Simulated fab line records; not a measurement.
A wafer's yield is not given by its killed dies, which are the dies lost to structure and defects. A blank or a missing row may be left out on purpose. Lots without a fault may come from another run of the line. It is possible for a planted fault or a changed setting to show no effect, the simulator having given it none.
Matching of chambers | flow n5-finfet | rie-diel-03 running N5_BEOL_M0_SAQP_SPACER1_ETCHBACK_99: 4 sister chambers
The step etches SiO2 in CHF3/O2, target depth 15.4 nm, time 7.7 s. 14 wafers are shown with their chamber, then 7 later ones without.

EACH WAFER AND ITS CHAMBER
wafer  | chamber | showerhead-plenum-p-Torr (Torr) | throttle-valve-pct (%) | oes-product-au (a.u.)
L965.2 | 1       | 2.41                            | 19.24                  | 0.74
L965.3 | 0       | 2.53                            | 18.89                  | 0.84
L965.4 | 3       | 2.51                            | 19.03                  | 0.72
L970.3 | 3       | 2.51                            | 19.03                  | 0.72
L970.5 | 1       | 2.41                            | 19.25                  | 0.74
L970.6 | 0       | 2.53                            | 18.88                  | 0.83
L980.1 | 2       | 2.30                            | 19.10                  | 0.68
L980.4 | 2       | 2.30                            | 19.09                  | 0.68
L980.5 | 0       | 2.52                            | 18.93                  | 0.79
L981.1 | 2       | 2.30                            | 19.10                  | 0.69
L981.4 | 1       | 2.40                            | 19.29                  | 0.71
L981.6 | 2       | 2.30                            | 19.09                  | 0.69
L982.1 | 2       | 2.30                            | 19.10                  | 0.69
L982.2 | 0       | 2.52                            | 18.95                  | 0.79

SIGNATURES (means of the wafers above)
reading                  | chamber 0 | chamber 1 | chamber 2 | chamber 3 | scatter within a chamber
showerhead-plenum-p-Torr | 2.5250    | 2.4067    | 2.3000    | 2.5100    | 0.00408
throttle-valve-pct       | 18.9125   | 19.2600   | 19.0960   | 19.0300   | 0.0219
oes-product-au           | 0.8125    | 0.7300    | 0.6860    | 0.7200    | 0.0167
Rule: a wafer lies at a distance from a chamber equal to the root of the sum of squares, over the readings, of (its reading less the chamber's mean, divided by the reading's scatter). If the next closest chamber is less than 2 further off than the closest, the wafer can't be placed; otherwise it belongs to the closest. The scatter: take each reading less its chamber's mean, square it, sum over the shown wafers, divide by the number of wafers less the number of chambers, and take the root.

WAFERS MISSING THEIR CHAMBER
wafer  | showerhead-plenum-p-Torr (Torr) | throttle-valve-pct (%) | oes-product-au (a.u.)
L982.5 | 2.30                            | 19.09                  | 0.69
L983.1 | 2.30                            | 19.10                  | 0.69
L983.3 | 2.40                            | 19.28                  | 0.71
L983.5 | 2.40                            | 19.30                  | 0.70
L985.1 | 2.29                            | 19.10                  | 0.67
L985.2 | 2.39                            | 19.30                  | 0.70
L985.4 | 2.51                            | 18.96                  | 0.78

WHICH CHAMBER EACH WENT THROUGH
wafer  | from the rows above     | in truth
L982.5 | 2                       | 2
L983.1 | 2                       | 2
L983.3 | 1                       | 1
L983.5 | 1                       | 1
L985.1 | 2                       | 2
L985.2 | 1                       | 1
L985.4 | can't be placed: 0 or 3 | 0
6 of 7 placed correctly. Unplaceable from these rows: 1, with the true chamber sitting among the candidates in 1. Number placed wrongly: 0.
